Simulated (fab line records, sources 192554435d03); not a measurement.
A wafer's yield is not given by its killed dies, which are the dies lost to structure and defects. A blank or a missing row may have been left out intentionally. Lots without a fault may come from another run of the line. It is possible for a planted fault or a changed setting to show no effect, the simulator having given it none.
Which of the tools did it? -- flow n5-finfet -- 27 wafers from 9 lots sampled at 8 of the route's 1938 steps

== WHAT EACH GAUGE READ, for each wafer ==
N5_MOL_CONTACT_COAG_CD_MEAS_101: target cd 16 nm. Usual: 16.0 nm for cd-nm, sd 0.42.
lot,measured,on,cd-nm (nm),flag
L333,day 5 14:52,cd-sem-02,16.3 15.4 16.0,
L335,day 6 04:45,cd-sem-02,16.5 16.3 15.7,
L337,day 6 12:59,cd-sem-02,16.0 15.9 16.5,
L342,day 7 15:56,cd-sem-03,15.5 16.4 15.8,
L344,day 8 09:25,cd-sem-02,15.3 15.4 15.9,
L345,day 8 14:44,cd-sem-01,15.3 16.0 15.8,
L351,day 10 01:00,cd-sem-01,16.3 15.4 15.3,
L352,day 10 05:30,cd-sem-03,16.3 16.0 16.7,
L353,day 10 18:34,cd-sem-03,15.7 15.5 15.7,

N5_MOL_CONTACT_COAG_THK_MEAS_53. Usual: VIA_MOL_THK 44.3 nm, standard deviation 0.69.
lot,measured,on,VIA_MOL_THK (nm),flag
L333,day 5 15:39,film-metro-01,43.7 45.0 43.6,
L335,day 6 05:29,film-metro-02,44.4 43.1 45.3,
L337,day 6 13:44,film-metro-01,43.8 43.6 45.2,
L342,day 7 16:40,film-metro-01,45.0 43.7 44.9,
L344,day 8 10:10,film-metro-02,43.1 43.5 44.3,
L345,day 8 15:32,film-metro-01,43.6 44.7 45.0,
L351,day 10 02:05,film-metro-02,44.2 45.8 45.5,
L352,day 10 06:16,film-metro-01,44.1 43.1 45.3,
L353,day 10 19:18,film-metro-01,44.3 43.2 44.5,

N5_BEOL_M0_SAQP_INSPECT_16: inspects for defects (brightfield). Usual: 492 for raw-defect-count, sd 130.
lot,measured,on,raw-defect-count,flag
L333,day 5 22:20,defect-inspect-02,504 399 366,
L335,day 6 10:10,defect-inspect-02,769 621 401,
L337,day 6 18:33,defect-inspect-02,414 352 332,
L342,day 8 00:58,defect-inspect-02,442 524 445,
L344,day 8 18:01,defect-inspect-02,1468 1409 1410,OFF
L345,day 8 23:37,defect-inspect-02,1480 1541 1407,OFF
L351,day 10 08:47,defect-inspect-01,545 317 517,
L352,day 10 10:44,defect-inspect-01,435 572 619,
L353,day 11 00:19,defect-inspect-02,439 450 493,

N5_BEOL_M0_SAQP_INSPECT_42: inspects for defects (brightfield). Usual: 311 for raw-defect-count, sd 84.
lot,measured,on,raw-defect-count,flag
L333,day 6 02:37,defect-inspect-01,336 290 215,
L335,day 6 13:58,defect-inspect-01,345 437 326,
L337,day 6 22:40,defect-inspect-01,275 283 263,
L342,day 8 04:52,defect-inspect-02,300 299 236,
L344,day 8 22:02,defect-inspect-02,1354 1229 1277,OFF
L345,day 9 03:45,defect-inspect-02,1257 1423 1255,OFF
L351,day 10 12:56,defect-inspect-01,415 255 472,
L352,day 10 15:32,defect-inspect-01,225 388 491,
L353,day 11 04:47,defect-inspect-01,228 264 307,

N5_BEOL_M0_CUTY_INSPECT_59: inspects for defects (macro). Usual: 2.0 for raw-defect-count, sd 1.4.
lot,measured,on,raw-defect-count,flag
L333,day 6 04:05,defect-inspect-01,1 2 1,
L335,day 6 15:23,defect-inspect-01,2 3 0,
L337,day 7 00:09,defect-inspect-02,0 0 1,
L342,day 8 06:11,defect-inspect-01,2 0 1,
L344,day 8 23:28,defect-inspect-02,>300 >300 >300,OFF
L345,day 9 05:10,defect-inspect-02,>300 >300 >300,OFF
L351,day 10 14:43,defect-inspect-01,2 2 0,
L352,day 10 16:56,defect-inspect-01,2 1 0,
L353,day 11 06:10,defect-inspect-01,2 3 3,

N5_BEOL_M4_RC_MEAS_101. Usual: DIBL_N 36.4 mV/V, standard deviation 2; DIBL_P 36.1 mV/V, standard deviation 2.5; IOFF_N 0.16 nA/um, standard deviation 0.037; IOFF_P 0.20 nA/um, standard deviation 0.038; ION_N 670 uA/um, standard deviation 13; ION_P 459 uA/um, standard deviation 8.3; SS_N 71.6 mV/dec, standard deviation 0.69; SS_P 73.3 mV/dec, standard deviation 0.72; VT_N 250 mV, standard deviation 3.4; VT_P -251 mV, standard deviation 3.1.
lot,measured,on,DIBL_N (mV/V),DIBL_P (mV/V),IOFF_N (nA/um),IOFF_P (nA/um),ION_N (uA/um),ION_P (uA/um),SS_N (mV/dec),SS_P (mV/dec),VT_N (mV),VT_P (mV),flag
L333,day 8 09:23,prober-02,39.1 42.8 39.8,41.0 44.9 39.7,0.19 0.27 0.20,0.25 0.32 0.21,673 691 665,457 466 449,72.4 72.8 72.5,73.9 75.0 73.8,251 246 248,-250 -248 -252,
L335,day 8 11:45,prober-01,34.5 36.0 32.3,33.9 36.7 32.2,0.12 0.16 0.10,0.16 0.21 0.14,665 681 654,454 467 457,71.7 72.5 70.5,72.6 72.8 71.8,255 247 256,-255 -249 -255,
L337,day 9 03:44,prober-01,34.9 39.3 35.5,34.7 39.6 34.9,0.13 0.22 0.14,0.16 0.25 0.16,665 680 663,454 461 449,70.6 72.3 71.7,72.8 73.9 73.0,255 249 251,-254 -249 -255,
L342,day 10 04:34,prober-02,35.8 30.4 38.4,34.3 29.2 38.8,0.14 0.08 0.20,0.16 0.11 0.22,661 648 686,447 445 460,71.6 70.2 71.7,72.3 70.8 73.7,253 259 246,-253 -259 -250,
L344,day 10 20:03,prober-01,37.7 36.1 38.8,36.5 35.0 37.2,0.17 0.15 0.21,0.21 0.20 0.25,657 664 681,454 457 464,72.8 71.1 72.5,74.1 73.9 74.4,248 248 245,-252 -251 -251,
L345,day 11 06:34,prober-02,37.7 35.0 37.6,38.4 33.9 37.8,0.18 0.12 0.18,0.23 0.15 0.21,671 655 673,461 442 456,72.4 71.9 72.0,74.0 73.1 74.1,248 255 250,-251 -257 -252,
L351,day 12 15:27,prober-02,39.0 34.5 33.6,40.1 34.5 33.7,0.21 0.12 0.11,0.25 0.16 0.15,684 657 654,464 454 450,72.2 71.0 71.1,73.8 72.7 72.6,248 255 255,-249 -255 -254,
L352,day 13 09:29,prober-02,35.5 34.2 37.4,35.2 34.1 36.8,0.15 0.12 0.19,0.21 0.18 0.22,669 669 668,460 459 456,72.0 71.5 73.1,72.5 72.3 73.3,250 255 247,-250 -251 -249,
L353,day 13 12:19,prober-02,35.4 37.1 35.8,36.3 36.9 36.5,0.14 0.15 0.14,0.18 0.18 0.18,678 657 663,464 441 458,70.8 71.9 71.3,73.9 73.3 73.5,252 253 250,-254 -256 -256,

== TOOL THAT RAN EACH LOT (tool first, then ch and the chambers of the sampled wafers, then the start) ==
lot,N5_BEOL_M0_SAQP_HM_DEP_02,N5_BEOL_M0_SAQP_PECVD_03
L333,"pvd-sputter-01, day 5 21:28","pecvd-04 ch 0,1, day 5 21:35"
L335,"pvd-sputter-01, day 6 09:26","pecvd-04 ch 1,2, day 6 09:33"
L337,"pvd-sputter-03, day 6 17:49","pecvd-01 ch 0,1,2, day 6 17:56"
L342,"pvd-sputter-03, day 8 00:05","pecvd-01 ch 0,2, day 8 00:13"
L344,"pvd-sputter-02, day 8 17:16","pecvd-01 ch 0,2, day 8 17:23"
L345,"pvd-sputter-02, day 8 22:45","pecvd-01 ch 0,1,2, day 8 22:52"
L351,"pvd-sputter-03, day 10 07:55","pecvd-04 ch 0,1,2, day 10 08:02"
L352,"pvd-sputter-01, day 10 09:52","pecvd-04 ch 0,1,2, day 10 09:59"
L353,"pvd-sputter-02, day 10 23:34","pecvd-04 ch 0,2, day 10 23:41"
- N5_BEOL_M0_SAQP_HM_DEP_02: deposits TiN, target thk 12 nm.
- N5_BEOL_M0_SAQP_PECVD_03: deposits SiCN from 3MS/NH3, target thk 12 nm, time 21.1 s.

== AS READ BY THE TOOLS THEMSELVES (means over the sampled wafers that have a number; for cases with no such wafer, the mark the record gives instead) ==
N5_BEOL_M0_SAQP_HM_DEP_02. Usual: 30.1 % for throttle-valve-pct, sd 1.4.
lot,tool,throttle-valve-pct (%),flag
L333,pvd-sputter-01,28.8,
L335,pvd-sputter-01,28.3,
L337,pvd-sputter-03,31.4,
L342,pvd-sputter-03,31.3,
L344,pvd-sputter-02,30.8,
L345,pvd-sputter-02,30.1,
L351,pvd-sputter-03,31.6,
L352,pvd-sputter-01,28.3,
L353,pvd-sputter-02,30.7,

N5_BEOL_M0_SAQP_PECVD_03. Usual: showerhead-plenum-p-Torr 3.669 Torr, standard deviation 0.0087; throttle-valve-pct 9.0 %, standard deviation 0.52.
lot,tool,showerhead-plenum-p-Torr (Torr),throttle-valve-pct (%),flag
L333,pecvd-04,3.657,9.7,
L335,pecvd-04,3.665,9.2,
L337,pecvd-01,3.670,8.8,
L342,pecvd-01,3.661,8.7,
L344,pecvd-01,3.669,8.7,
L345,pecvd-01,3.669,8.8,
L351,pecvd-04,3.670,9.3,
L352,pecvd-04,3.674,9.4,
L353,pecvd-04,3.674,9.4,

== THE ANSWER, worked out from the rows above alone ==
Rule: lot off if the mean of its wafers having a number is beyond 3 standard deviations from the usual mean. A lot without any number at a reading at which 4 lots or more have one is off too. The other lots that the step has rows for count as sound. After the gauges, taken in route order, come the tools' own readings; for these a lot's mean is taken, as printed above. At the first step where some lot is off, the reading lying furthest off is the one used; lots without a number count as furthest.
Off at N5_BEOL_M0_SAQP_INSPECT_16 (raw-defect-count): L344, L345.
A tool fits if, at a process step before that reading, it ran every lot that is off, and no sound lot after the first of them. Gauges at N5_BEOL_M0_SAQP_INSPECT_16: tried the same way as those tools. One candidate fits, namely pecvd-01 at N5_BEOL_M0_SAQP_PECVD_03. Its last sound lot is L342 (day 8 00:13), its first lot that is off L344 (day 8 17:23): a fault that began between those two fits.

== WHAT WAS PUT IN BY THE SIMULATOR ==
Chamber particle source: pecvd-01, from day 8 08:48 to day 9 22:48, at N5_BEOL_M0_SAQP_PECVD_03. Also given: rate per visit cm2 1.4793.
Shown lots that were struck: L344, L345. The rule above reached the same finding.
